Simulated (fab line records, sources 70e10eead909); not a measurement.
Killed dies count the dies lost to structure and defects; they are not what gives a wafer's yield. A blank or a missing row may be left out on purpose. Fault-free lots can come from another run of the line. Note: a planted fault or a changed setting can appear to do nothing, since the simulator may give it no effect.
fab line records    flow nandHarc
[record] lots = 11  wafers = 33  lastDay = 25
route steps=1159 shown A_SGD_CUT@764 A_SLIT@791 A_WL_FILL@814 END@1159
lots untouched by any fault: they come from a run of this same line in which no faults occurred
startH: the number of hours between the record's first day and the start of the first shown wafer of the lot    waitH: hours from the lot's prior step to this one    " same as the row above    L1.1+2: a single row standing in for several wafers    - either no value or no given start    * or withheld: withheld    < > ~ a bound
route shown NAME@n: NAME is a module with steps in the file, n the number in the route of the first one    usual: mean/standard deviation taken from wafers without a fault    same: alike in all rows    chamber/n: place in a boat    sites: per-site readings    _std_site: how widely they spread, as a standard deviation    _edge_site: inner sites' mean taken away from outer sites' mean    radiusMm: how far each site lies from the wafer's centre    mask NAME#n: copy n    behind: the most recent tool/chamber to have shaped the wafer    hold: why the lot went on hold/how many hours it stayed there/how the hold came to an end    device: which transistor (n, p or np) failed to switch    end of line: at the end of the route, the tests of the same wafers    a step with no rows: only its recipe    killed: dies lost to structure and defects at the first sort, not the wafer's yield    map: per-die view of a wafer (x killed, . not killed, _ where there is no die)
set.NAME: setting as actually run; set.NAME@STEP: the setting as run at that earlier step    model.NAME: the simulator's own value behind a step, which no gauge read
a sample of lots followed through the steps of the route, with each step as a table and each wafer as a row
services: when a tool's chamber went out of use (startH, in hours from the record's first day, below 0 if earlier), for how many hours, and the reason
[[steps]]
[step NHARC_A_SGD_CUT_ETCH_15]
[recipe] targetDepthA = 750  timeS = 64.3  ch3fFlowSccm = 50  o2FlowSccm = 30  arFlowSccm = 200  rfW = 500  biasW = 100  chemistry = CH3F/O2
[usual] biasW = 100.00/0.26  chamberPressureMTorr = 24.998/0.024  drypumpMotorCurrentA = 5.7/0.34  oesProductAu = 0.955/0.018  rfVppV = 263.4/1.8  showerheadPlenumPTorr = 2.42/0.1  throttleValvePct = 20.663/0.0094
lot.wafer  tool        chamber  startH  waitH  biasW   chamberPressureMTorr  drypumpMotorCurrentA  oesProductAu  rfHoursCounterH  rfVppV  showerheadPlenumPTorr  throttleValvePct
L863.1     rieDiel-10  0        -       -      99.96   24.971                5.7                   0.979         12               262.3   2.45                   20.657
L863.4     "           2        "       "      100.12  25.007                5.2                   0.941         12               265.7   2.52                   20.654
L863.6     "           1        "       "      100.23  25.013                5.1                   0.974         -                261.6   2.33                   20.654
L866.1     rieDiel-11  1        -       -      99.58   24.987                6.3                   0.948         14               262.3   2.36                   20.655
L866.2     "           3        "       "      100.00  24.998                5.9                   0.969         12               262.6   2.38                   20.642
L866.6     "           0        "       "      99.92   24.993                5.4                   0.942         -                265.1   2.56                   20.659
L865.3     rieDiel-04  1        -       -      100.32  25.004                5.4                   0.955         2                267.5   2.59                   20.655
L865.1     "           2        "       "      99.97   25.005                6.0                   0.957         2                259.8   2.31                   20.658
L865.6     "           1        "       "      99.93   25.008                5.4                   0.958         -                266.2   2.59                   20.672
L867.1     rieDiel-11  3        -       -      99.99   25.029                5.9                   0.954         17               262.8   2.37                   20.663
L867.3     "           0        "       "      99.64   25.028                5.4                   0.944         18               266.1   2.56                   20.645
L867.4     "           2        "       "      99.51   24.980                6.1                   0.964         -                265.7   2.53                   20.661
L870.3     rieDiel-04  3        -       -      100.16  24.952                5.9                   0.964         3                263.0   2.36                   20.646
L870.4     "           1        "       "      100.37  24.979                5.4                   0.981         3                266.8   2.59                   20.677
L870.1     "           2        "       "      99.75   25.011                5.9                   0.947         4                261.4   2.30                   20.648
L869.1     rieDiel-04  1        -       -      100.09  24.993                5.4                   0.959         4                266.3   2.59                   20.667
L869.3     "           2        "       "      100.30  24.987                6.0                   0.956         4                262.2   2.30                   20.675
L869.5     "           0        "       "      99.69   25.008                5.7                   0.970         -                261.8   2.36                   20.662
L873.3     rieDiel-04  2        -       -      100.02  25.000                6.0                   0.952         7                261.6   2.30                   20.669
L873.4     "           0        "       "      99.72   24.997                5.7                   0.978         6                262.9   2.36                   20.674
L873.6     "           2        "       "      99.94   24.978                5.9                   0.948         -                261.8   2.30                   20.665
L880.3     rieDiel-11  0        -       -      99.96   25.035                5.4                   0.964         4                265.4   2.56                   20.669
L880.2     "           1        "       "      100.46  24.999                6.3                   0.972         4                263.1   2.36                   20.666
L880.6     "           0        "       "      99.42   25.016                5.4                   0.961         -                265.5   2.56                   20.663
L883.4     rieDiel-10  1        -       -      100.10  24.993                5.1                   0.976         8                262.3   2.33                   20.656
L883.5     "           3        "       "      99.49   25.010                5.7                   0.958         -                262.4   2.31                   20.657
L883.6     "           0        "       "      99.93   25.033                5.7                   0.980         -                265.0   2.45                   20.652
L879.2     rieDiel-11  0        -       -      99.91   25.004                5.4                   0.965         7                267.8   2.56                   20.659
L879.6     "           2        "       "      100.24  25.009                6.2                   0.964         -                264.3   2.52                   20.656
L879.5     "           3        "       "      100.33  24.985                6.0                   0.966         -                262.0   2.37                   20.653
L884.1     rieDiel-11  2        -       -      100.20  25.010                6.1                   0.933         8                265.8   2.52                   20.676
L884.2     "           3        "       "      100.06  24.970                5.9                   0.930         10               262.3   2.37                   20.644
L884.5     "           0        "       "      100.09  24.976                5.4                   0.911         -                265.4   2.56                   20.663
[step NHARC_A_SLIT_OVL_MEAS_10]
[usual] overlayXNm = -0.1/0.77  overlayYNm = 0.1/0.87
lot.wafer  tool        chamber  startH  waitH  overlayXNm  overlayYNm
L866.1     overlay-01  -        334.99  -      -0.1        1.1
L866.2     "           -        "       "      0.2         1.1
L866.6     "           -        "       "      0.4         1.7
L863.1     overlay-01  -        335.16  -      0.6         0.9
L863.4     "           -        "       "      -0.3        0.3
L863.6     "           -        "       "      -0.1        0.3
L865.1     overlay-01  -        340.76  -      0.1         -1.1
L865.3     "           -        "       "      0.6         -1.1
L865.6     "           -        "       "      0.5         -1.2
L867.1     overlay-02  -        368.72  -      0.3         -0.3
L867.3     "           -        "       "      0.1         0.3
L867.4     "           -        "       "      0.2         0.1
L870.1     overlay-01  -        368.89  -      -0.2        0.0
L870.3     "           -        "       "      -0.1        -0.6
L870.4     "           -        "       "      -0.3        -0.6
L869.1     overlay-02  -        380.58  -      0.5         -1.0
L869.3     "           -        "       "      0.6         -0.7
L869.5     "           -        "       "      0.7         -1.2
L873.3     overlay-02  -        398.34  -      0.1         0.7
L873.4     "           -        "       "      0.1         0.6
L873.6     "           -        "       "      -0.8        0.5
L880.2     overlay-02  -        424.88  -      -1.2        -0.5
L880.3     "           -        "       "      -1.1        -0.1
L880.6     "           -        "       "      -1.3        -0.4
L879.2     overlay-02  -        440.48  -      -0.6        0.8
L879.5     "           -        "       "      -0.4        1.0
L879.6     "           -        "       "      -0.5        1.0
L883.4     overlay-01  -        440.64  -      0.1         0.4
L883.5     "           -        "       "      -0.3        0.6
L883.6     "           -        "       "      -0.1        0.2
L884.1     overlay-01  -        461.33  -      0.1         -0.2
L884.2     "           -        "       "      0.3         -0.5
L884.5     "           -        "       "      0.2         0.8
[step NHARC_A_SLIT_ETCH_24]
[recipe] targetDepthA = 1210  timeS = 60.5  cf4FlowSccm = 100  chf3FlowSccm = 30  arFlowSccm = 0  rfW = 500  biasW = 200  chemistry = CF4/CHF3
[usual] biasW = 200.0/0.64  chamberPressureMTorr = 25.001/0.02  drypumpMotorCurrentA = 5.6/0.51  oesProductAu = 0.960/0.015  rfVppV = 370/3  showerheadPlenumPTorr = 1.56/0.084  throttleValvePct = 16.803/0.0092
lot.wafer  tool        chamber  startH  waitH  biasW  chamberPressureMTorr  drypumpMotorCurrentA  oesProductAu  rfHoursCounterH  rfVppV  showerheadPlenumPTorr  throttleValvePct
L866.1     rieDiel-01  0        335.17  0.1    199.4  25.020                5.9                   0.975         0                366     1.47                   16.812
L866.2     "           3        "       "      199.8  25.008                5.1                   0.982         0                372     1.62                   16.811
L866.6     "           0        "       "      200.0  25.025                5.9                   0.976         -                367     1.47                   16.800
L863.1     rieDiel-09  0        335.68  0.4    201.6  25.006                5.1                   0.961         6                368     1.48                   16.815
L863.4     "           1        "       "      199.9  25.012                5.1                   0.965         7                373     1.58                   16.800
L863.6     "           3        "       "      201.7  25.027                5.4                   0.937         -                375     1.67                   16.794
L865.1     rieDiel-09  3        340.95  0.1    200.3  24.986                5.3                   0.956         6                373     1.67                   16.798
L865.3     "           1        "       "      200.7  24.972                5.1                   0.978         8                371     1.58                   16.807
L865.6     "           3        "       "      199.3  25.006                5.3                   0.955         -                375     1.67                   16.796
L867.4     rieDiel-07  3        368.91  0.1    200.3  25.008                6.6                   0.966         8                367     1.47                   16.785
L867.3     "           0        "       "      200.1  25.031                5.6                   0.971         8                374     1.67                   16.806
L867.1     "           2        "       "      199.6  24.990                5.1                   0.956         7                373     1.67                   16.810
L870.1     rieDiel-01  2        369.09  0.1    200.1  24.996                6.5                   0.970         2                368     1.52                   16.811
L870.3     "           1        "       "      201.1  25.007                5.7                   0.969         2                368     1.49                   16.806
L870.4     "           1        "       "      199.8  25.044                5.7                   0.971         -                367     1.49                   16.791
L869.1     rieDiel-09  0        380.77  0.1    199.9  24.995                5.1                   0.979         9                367     1.48                   16.801
L869.3     "           1        "       "      200.2  25.011                5.1                   0.964         10               372     1.58                   16.797
L869.5     "           1        "       "      200.4  24.991                5.1                   0.971         -                372     1.58                   16.803
L873.3     rieDiel-07  0        398.56  0.1    199.7  25.018                5.6                   0.962         10               374     1.67                   16.796
L873.6     "           3        "       "      200.4  25.012                6.6                   0.973         -                366     1.47                   16.802
L873.4     "           0        "       "      200.9  24.985                5.6                   0.962         -                373     1.67                   16.801
L880.2     rieDiel-01  1        425.06  0.1    200.5  24.986                5.7                   0.940         7                368     1.49                   16.799
L880.3     "           3        "       "      198.8  25.007                5.1                   0.943         7                374     1.62                   16.803
L880.6     "           1        "       "      200.3  24.965                5.7                   0.927         -                368     1.49                   16.815
L879.2     rieDiel-07  0        440.67  0.1    198.9  24.983                5.6                   0.937         2                373     1.67                   16.806
L879.5     "           3        "       "      199.9  24.999                6.6                   0.953         -                367     1.47                   16.802
L879.6     "           0        "       "      199.1  24.958                5.6                   0.937         -                373     1.67                   16.812
L883.4     rieDiel-09  3        440.90  0.1    198.9  25.015                5.3                   0.947         0                374     1.67                   16.801
L883.5     "           1        "       "      200.1  25.002                5.1                   0.948         -                371     1.58                   16.788
L883.6     "           2        "       "      199.8  25.040                5.3                   0.950         -                369     1.48                   16.798
L884.2     rieDiel-09  1        461.51  0.1    199.1  25.010                5.1                   0.971         1                371     1.58                   16.776
L884.1     "           3        "       "      199.7  25.005                5.3                   0.948         1                374     1.67                   16.806
L884.5     "           1        "       "      199.6  24.992                5.0                   0.972         -                372     1.58                   16.778
[step NHARC_A_WL_FILL_ETCHBACK_04]
[recipe] targetDepthA = 600  timeS = 120  chemistry = NF3
[usual] chamberPressureMTorr = 299.99/0.27  drypumpMotorCurrentA = 5.6/0.45  heBacksideLeakSccm = 3.34/0.21  oesProductAu = 1.000/0.01  runLengthS = 141.1/0.31
lot.wafer  tool         chamber  startH  waitH  chamberPressureMTorr  drypumpMotorCurrentA  heBacksideLeakSccm  oesProductAu  rfHoursCounterH  runLengthS
L866.1     rieMetal-02  1        351.39  2.8    300.44                4.9                   3.11                0.998         3.2              140.8
L866.2     "            0        "       "      300.09                5.3                   3.65                1.016         3.7              140.8
L866.6     "            1        "       "      299.83                4.9                   3.12                1.001         -                141.1
L863.1     rieMetal-03  0        354.02  2.8    300.08                5.7                   3.62                1.000         1.8              141.3
L863.4     "            0        "       "      299.70                5.6                   3.46                1.011         -                141.5
L863.6     "            0        "       "      299.95                5.6                   3.50                1.003         -                141.6
L865.1     rieMetal-01  1        357.55  2.8    300.31                6.0                   3.22                0.998         0.5              141.6
L865.3     "            0        "       "      300.13                6.0                   3.27                1.009         -                140.8
L865.6     "            0        "       "      300.29                6.0                   3.45                1.011         -                141.0
L870.1     rieMetal-01  0        384.80  2.4    299.99                6.1                   3.45                1.005         1.2              140.8
L870.3     "            1        "       "      299.93                6.0                   3.28                1.000         -                140.9
L870.4     "            0        "       "      299.81                6.0                   3.44                1.013         -                140.9
L867.1     rieMetal-02  1        387.60  2.4    299.94                4.9                   3.07                0.998         4.6              141.6
L867.4     "            0        "       "      300.18                5.3                   3.46                1.009         -                141.4
L867.3     "            1        "       "      299.82                4.9                   2.97                0.992         -                140.9
L869.1     rieMetal-02  1        398.60  2.9    299.83                4.9                   3.30                1.014         0.0              140.8
L869.3     "            0        "       "      300.05                5.3                   3.61                0.997         -                140.8
L869.5     "            0        "       "      300.20                5.3                   3.60                1.001         -                140.8
L873.4     rieMetal-02  0        417.76  1.9    299.96                5.3                   3.41                0.995         -                141.3
L873.3     "            1        "       "      300.17                4.9                   3.07                0.999         -                140.7
L873.6     "            1        "       "      299.94                4.9                   3.02                0.998         -                141.2
L880.2     rieMetal-02  1        445.90  2.3    300.10                4.9                   3.20                0.997         1.7              141.0
L880.3     "            0        "       "      299.38                5.3                   3.49                1.002         -                98.8
L880.6     "            0        "       "      300.08                5.3                   3.22                0.994         -                99.0
L879.2     rieMetal-02  0        461.61  2.9    299.86                5.3                   3.20                0.995         1.9              98.7
L879.5     "            1        "       "      299.87                4.9                   3.15                1.000         -                140.9
L879.6     "            0        "       "      300.24                5.3                   3.25                0.996         -                98.7
L883.4     rieMetal-01  0        461.79  1.5    299.67                6.0                   3.55                1.013         -                140.8
L883.6     "            0        "       "      300.72                6.0                   3.53                1.023         -                140.8
L883.5     "            1        "       "      300.14                6.0                   3.36                1.006         -                141.4
L884.2     rieMetal-03  0        482.87  2.4    300.26                5.6                   3.48                0.988         0.4              141.5
L884.1     "            1        "       "      300.36                6.0                   3.29                0.980         0.4              141.4
L884.5     "            1        "       "      299.70                6.0                   3.23                0.991         -                141.6
[step NHARC_END_SORT_01]
[recipe] tempC = 25
[usual] killedAtArray = 25/9.2  killedAtOther = 0.9/1.3  killedAtPeriphery = 3.3/2.3  killedDies = 29/9.6  killedOpen = 3.2/1.8  killedShort = 2/1.4
[same] grossDies = 677
lot.wafer  tool       chamber  startH  waitH  killedAtArray  killedAtOther  killedAtPeriphery  killedDies  killedOpen  killedShort
L880.2     prober-01  0        560.28  2.8    12             0              1                  13          2           2
L880.3     prober-01  0        561.08  3.1    627            0              3                  630         6           2
L880.6     prober-01  0        563.49  4.0    618            2              3                  623         3           4
L879.2     prober-02  0        568.04  2.8    611            1              3                  615         3           2
L879.5     prober-02  0        570.39  3.6    31             0              4                  35          4           1
L879.6     prober-02  0        571.17  3.9    621            0              6                  627         3           0
// killed by level:class
L880.2 A_CHANNEL_HOLE_D1:chamberFilmFlake=6 A_CONTACT:chamberFilmFlake=2 A_ONON_D1:geometricParticle:open=1 A_ONON_D1:geometricParticle:short=1 A_CONTACT:geometricParticle:open=1 A_M0:geometricParticle:short=1 P_STI:chamberFilmFlake=1
L880.3 A_WL_FILL:areaEtchback=615 A_CHANNEL_HOLE_D1:chamberFilmFlake=5 A_ONON_D1:geometricParticle:open=2 A_WL_FILL:geometricParticle:short=2 A_CONTACT:geometricParticle:open=2 P_CONTACT:geometricParticle:open=1 P_BONDPAD:geometricParticle:open=1 P_STI:chamberFilmFlake=1
L880.6 A_WL_FILL:areaEtchback=604 A_CHANNEL_HOLE_D1:chamberFilmFlake=5 A_SLIT:chamberFilmFlake=2 A_CONTACT:chamberFilmFlake=2 P_GATE:geometricParticle:open=1 A_ONON_D1:geometricParticle:short=1 A_ONON_D1:geometricParticle:open=1 A_CHANNEL_FILL_D1:geometricParticle:open=1
L879.2 A_WL_FILL:areaEtchback=582 A_CHANNEL_HOLE_D1:chamberFilmFlake=11 A_SLIT:chamberFilmFlake=8 A_CONTACT:chamberFilmFlake=6 A_WL_FILL:geometricParticle:open=2 P_M1:geometricParticle:open=1 P_M1:geometricParticle:short=1 A_CHANNEL_HOLE_D1:geometricParticle:short=1
L879.5 A_SLIT:chamberFilmFlake=11 A_CHANNEL_HOLE_D1:chamberFilmFlake=11 A_CONTACT:chamberFilmFlake=6 P_CONTACT:geometricParticle:open=1 P_M0:geometricParticle:open=1 A_ONON_D1:geometricParticle:open=1 A_CHANNEL_FILL_D1:geometricParticle:open=1 A_CHANNEL_FILL_D1:geometricParticle:short=1
L879.6 A_WL_FILL:areaEtchback=584 A_CHANNEL_HOLE_D1:chamberFilmFlake=20 A_SLIT:chamberFilmFlake=11 A_CONTACT:chamberFilmFlake=4 P_STI:geometricParticle:open=2 P_STI:chamberFilmFlake=2 P_M1:chamberFilmFlake=2 A_ONON_D1:geometricParticle:open=1
[[services]]
tool         chamber  startH  hours  kind
rieDiel-10   3        303.06  3.6    repair
rieDiel-07   1        312.57  4.7    repair
rieDiel-01   -        314.87  9.0    pm
rieDiel-10   -        319.35  3.7    repair
rieDiel-04   3        323.33  6.3    repair
rieMetal-01  -        332.00  9.0    pm
rieDiel-01   -        335.22  1.2    repair
rieDiel-09   2        337.51  2.6    repair
rieDiel-10   3        347.22  12.6   repair
rieDiel-11   1        356.98  3.8    repair
rieDiel-01   3        362.01  11.5   repair
rieDiel-11   -        366.55  9.0    pm
rieDiel-01   1        385.48  8.4    repair
rieMetal-02  -        388.00  9.0    pm
rieDiel-01   2        389.09  8.0    repair
rieDiel-07   1        397.80  6.8    repair
rieDiel-04   0        403.57  8.0    repair
rieDiel-07   -        405.20  9.0    pm
rieDiel-01   1        415.69  9.1    repair
rieDiel-09   -        431.11  9.0    pm
rieDiel-09   -        455.34  0.6    repair
rieDiel-04   -        465.95  9.0    pm
rieDiel-11   -        478.45  0.2    repair
rieDiel-07   2        479.52  4.0    repair
[[key]]
[firstSign] step = NHARC_A_WL_FILL_ETCHBACK_04  reading = runLengthS  direction = down  sigmas = 99+  usual = *  struck = *
[effect] step = NHARC_END_SORT_01  reading = killedAtArray  direction = up  sigmas = 64  usual = 25  struck = 619
[moreKillsBornAt] NHARC_A_WL_FILL_ETCHBACK_04@rieMetal-02 = 2385
metAt NHARC_A_WL_FILL_ETCHBACK_04
struckLots L879,L880
struckWafers L879.2,L879.6,L880.3,L880.6
laterRowsLeftOut L879.2,L879.6,L880.3,L880.6
testerLeftOut L879,L880
notActingAt NHARC_A_SGD_CUT_ETCH_15,NHARC_A_SLIT_OVL_MEAS_10,NHARC_A_SLIT_ETCH_24
onsetBetween 417.76 445.90
[fault] kind = processParameterDrift  tool = rieMetal-02  chamber = 0  onsetH = 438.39  steps = NHARC_A_WL_FILL_ETCHBACK_04  channel = timeS  offset = *  shape = step  actsIn = *  stated = *
// testerLeftOut: of these lots the tester's yield and bins aren't shown, on N5 and GAA mostly nor the transistor test; their killed dies are dies lost to structure and defects alone, not to doping, threshold or leakage, so they don't give the yield
// laterRowsLeftOut: the simulator's readings of these wafers behind a module that went badly wrong aren't trusted and aren't shown, but for the sort
